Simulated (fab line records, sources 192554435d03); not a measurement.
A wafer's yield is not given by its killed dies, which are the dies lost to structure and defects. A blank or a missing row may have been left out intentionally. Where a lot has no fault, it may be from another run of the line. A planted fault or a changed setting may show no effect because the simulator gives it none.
The tool behind it: which one? | flow n5_finfet | Sampling: 12 lots, 35 wafers, 5 of 1938 route steps

== WHAT THE GAUGES SHOWED, per wafer ==
N5_BEOL_M14_OVL_MEAS_11.
lot  | measured     | on         | V13_OVL (nm)
L846 | day 11 18:17 | overlay-02 | 3 0 0
L847 | day 11 21:38 | overlay-01 | 2 -4 -2
L848 | day 12 07:16 | overlay-01 | 10 2 3
L850 | day 12 09:54 | overlay-02 | 1 0 1
L852 | day 13 06:09 | overlay-01 | -1 -3 -5
L854 | day 13 10:50 | overlay-01 | -12 -9 0
L856 | day 14 00:50 | overlay-02 | 10 1 -3
L857 | day 14 05:34 | overlay-01 | 12 7 6
L859 | day 15 09:44 | overlay-02 | -3 0 6
L864 | day 15 18:23 | overlay-02 | 0 0 2
L869 | day 17 12:33 | overlay-02 | 1 -2 0
L868 | day 18 12:51 | overlay-01 | -2 -8

N5_BEOL_M14_CD_MEAS_28 targets a cd of 284.4 nm.
lot  | measured     | on        | cd_nm (nm)
L846 | day 11 19:07 | cd_sem-01 | 280.5 276.9 282.8
L847 | day 11 22:35 | cd_sem-02 | 280.7 281.8 284.5
L848 | day 12 08:07 | cd_sem-01 | 278.6 282.4 282.2
L850 | day 12 10:43 | cd_sem-01 | 280.3 282.0 277.4
L852 | day 13 07:05 | cd_sem-03 | 281.3 283.5 283.4
L854 | day 13 11:45 | cd_sem-01 | 283.2 283.3 280.2
L856 | day 14 01:39 | cd_sem-03 | 280.3 283.2 283.7
L857 | day 14 06:22 | cd_sem-01 | 276.6 282.6 280.9
L859 | day 15 10:46 | cd_sem-01 | 282.5 282.7 280.3
L864 | day 15 19:17 | cd_sem-02 | 279.1 279.8 281.9
L869 | day 17 13:35 | cd_sem-02 | 283.0 282.5 279.0
L868 | day 18 13:41 | cd_sem-02 | 283.8 284.8

N5_BEOL_M14_OVL_MEAS_29.
lot  | measured     | on         | M14_OVL (nm)
L846 | day 11 19:08 | overlay-02 | 13 0 0
L847 | day 11 22:37 | overlay-02 | 4 0 3
L848 | day 12 08:08 | overlay-01 | 4 -7 -7
L850 | day 12 10:45 | overlay-01 | 3 6 7
L852 | day 13 07:07 | overlay-02 | -7 -2 0
L854 | day 13 11:47 | overlay-02 | 31 28 35
L856 | day 14 01:41 | overlay-02 | 22 28 25
L857 | day 14 06:25 | overlay-02 | 25 33 32
L859 | day 15 10:48 | overlay-01 | 8 2 3
L864 | day 15 19:19 | overlay-02 | 3 2 4
L869 | day 17 13:37 | overlay-01 | 4 -3 3
L868 | day 18 13:42 | overlay-01 | -6 6

== WHICH TOOL RAN EACH LOT (tool, then ch and the chambers of the sampled wafers, then the start) ==
lot  | N5_BEOL_M14_ILD_DEP_00          | N5_BEOL_M14_EXPOSE_25
L846 | pecvd-03 ch 0,1,2, day 11 17:38 | krf_scanner-01 ch 0, day 11 18:56
L847 | pecvd-04 ch 0,1,2, day 11 20:59 | krf_scanner-02 ch 0, day 11 22:25
L848 | pecvd-03 ch 0,2, day 12 06:37   | krf_scanner-02 ch 0, day 12 07:56
L850 | pecvd-04 ch 0,1, day 12 09:15   | krf_scanner-02 ch 0, day 12 10:33
L852 | pecvd-01 ch 0,1, day 13 05:37   | krf_scanner-02 ch 0, day 13 06:55
L854 | pecvd-03 ch 0,2, day 13 10:18   | krf_scanner-02 ch 0, day 13 11:35
L856 | pecvd-04 ch 0,1, day 14 00:18   | krf_scanner-02 ch 0, day 14 01:28
L857 | pecvd-01 ch 0,1,2, day 14 04:54 | krf_scanner-02 ch 0, day 14 06:12
L859 | pecvd-03 ch 1,2, day 15 09:12   | krf_scanner-01 ch 0, day 15 10:36
L864 | pecvd-04 ch 0,1, day 15 17:52   | krf_scanner-01 ch 0, day 15 19:07
L869 | pecvd-01 ch 0,1,2, day 17 12:01 | krf_scanner-01 ch 0, day 17 13:25
L868 | pecvd-03 ch 1,2, day 18 12:24   | krf_scanner-01 ch 0, day 18 13:31
- N5_BEOL_M14_ILD_DEP_00: deposits SiO2 from TEOS/O2, target thk 1119.3 nm, time 237.4 s.
- N5_BEOL_M14_EXPOSE_25: exposes mask M14, target cd 280 nm.

== AS READ BY THE TOOLS THEMSELVES (means over the sampled wafers that have a number; for cases with no such wafer, the mark the record gives instead) ==
N5_BEOL_M14_ILD_DEP_00.
lot  | tool     | heater_power_w (W) | showerhead_plenum_p_Torr (Torr) | susceptor_temp_C (C) | throttle_valve_pct (%)
L846 | pecvd-03 | 690                | 8.367                           | 400.32               | 17.6
L847 | pecvd-04 | 602                | 8.394                           | 400.16               | 19.7
L848 | pecvd-03 | 579                | 8.369                           | 400.10               | 17.1
L850 | pecvd-04 | 544                | 8.396                           | 400.07               | 20.3
L852 | pecvd-01 | 507                | 8.322                           | 399.87               | 18.8
L854 | pecvd-03 | 632                | 8.377                           | 399.99               | 16.9
L856 | pecvd-04 | 538                | 8.408                           | 400.17               | 19.8
L857 | pecvd-01 | 600                | 8.326                           | 400.16               | 17.9
L859 | pecvd-03 | 677                | 8.369                           | 400.12               | 17.9
L864 | pecvd-04 | 551                | 8.396                           | 400.10               | 20.4
L869 | pecvd-01 | 645                | 8.339                           | 400.00               | 18.0
L868 | pecvd-03 | 581                | 8.340                           | 399.92               | 16.9

== THE ANSWER, worked out from the rows above alone ==
Rule: what is usual is taken from the lots themselves. Put in order of their means at a reading, lots are off if they are a third of the lots or fewer, leave a main group of 4 or more, and stand apart from it by a gap of 3 or more times the standard deviation of the main group's means; of several such gaps the widest counts. A main group is skipped when, at the precision printed for the reading in the tables above, its means are all equal. A lot without any number at a reading at which 4 lots or more have one is off too. Any other lot the step has rows for is counted as sound. First the gauges in route order, then the tools' own readings, where a lot's mean is used as printed above. The first step at which some lot is off is used, and at that step the reading that is off furthest; a lot without a number counts as furthest.
Off: L854, L856, L857, at N5_BEOL_M14_OVL_MEAS_29 (M14_OVL). For the main group the mean is 2 nm and the standard deviation 3.
If a tool, at a process step before that reading, ran all the lots that are off and no sound lot after the first of them, it fits. Those tools and the gauges at N5_BEOL_M14_OVL_MEAS_29 are tried in the same way. One candidate fits, namely krf_scanner-02 at N5_BEOL_M14_EXPOSE_25. A fault onset in the window from L852 (day 13 06:55, its last sound lot) to L854 (day 13 11:35, its first lot off) fits.

== WHAT WAS PUT IN BY THE SIMULATOR ==
Scanner matching overlay: krf_scanner-02, from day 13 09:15 on, at N5_BEOL_M14_EXPOSE_25. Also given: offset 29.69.
Struck lots among those shown: L854, L856, L857. The same result came from the rule above.
